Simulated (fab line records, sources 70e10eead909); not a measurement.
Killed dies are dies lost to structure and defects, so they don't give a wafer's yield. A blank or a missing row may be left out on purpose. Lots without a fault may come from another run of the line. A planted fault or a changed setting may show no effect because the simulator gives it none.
Chamber matching | flow nand_harc | NHARC_A_STAIRCASE_ETCH_444 on rie_diel-06: 4 sister chambers
The step etches the open film in C4F8/O2, target depth 20400 nm, time 6800 s. 7 wafers are shown with their chamber, then 9 later ones without.

WAFERS WITH THEIR CHAMBER
wafer  | chamber | rf_vpp_V (V) | oes_product_au (a.u.)
L075.4 | 3       | 807          | 0.936
L087.2 | 0       | 806          | 0.978
L090.1 | 0       | 806          | 0.945
L090.4 | 1       | 805          | 0.933
L091.1 | 3       | 806          | 0.921
L091.2 | 2       | 808          | 0.917
L091.6 | 2       | 809          | 0.913

WAFERS WITHOUT THEIR CHAMBER
wafer  | rf_vpp_V (V) | oes_product_au (a.u.)
L094.1 | 808          | 0.911
L094.2 | 806          | 0.942
L094.6 | 803          | 0.928
L096.2 | 807          | 0.919
L096.3 | 803          | 0.935
L096.5 | 804          | 0.924
L097.3 | 806          | 0.918
L097.4 | 804          | 0.935
L097.6 | 807          | 0.917

WHICH CHAMBER EACH WENT THROUGH
wafer  | from the rows above          | in truth
L094.1 | can't be placed: 2 or 3      | 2
L094.2 | can't be placed: 3 or 0 or 1 | 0
L094.6 | 1                            | 1
L096.2 | can't be placed: 3 or 2      | 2
L096.3 | 1                            | 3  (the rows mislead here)
L096.5 | 1                            | 1
L097.3 | can't be placed: 3 or 1 or 0 | 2
L097.4 | 1                            | 1
L097.6 | can't be placed: 3 or 2      | 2
Placed correctly: 3 of 9. Can't be placed from these rows: 5 (the true chamber is among the candidates in 4). Placed wrongly: 1.
How it was worked out, from the rows above alone: a wafer's distance from a chamber is the root of the sum, over the readings, of the square of ((its reading less the chamber's mean) divided by the reading's scatter). The wafer belongs to the nearest chamber; if the next one is less than 2 further off, it can't be placed. A chamber's mean is the mean of its shown wafers. The scatter: the root of (the sum of the squares of (reading less its chamber's mean) over the shown wafers, divided by (wafers less chambers)).
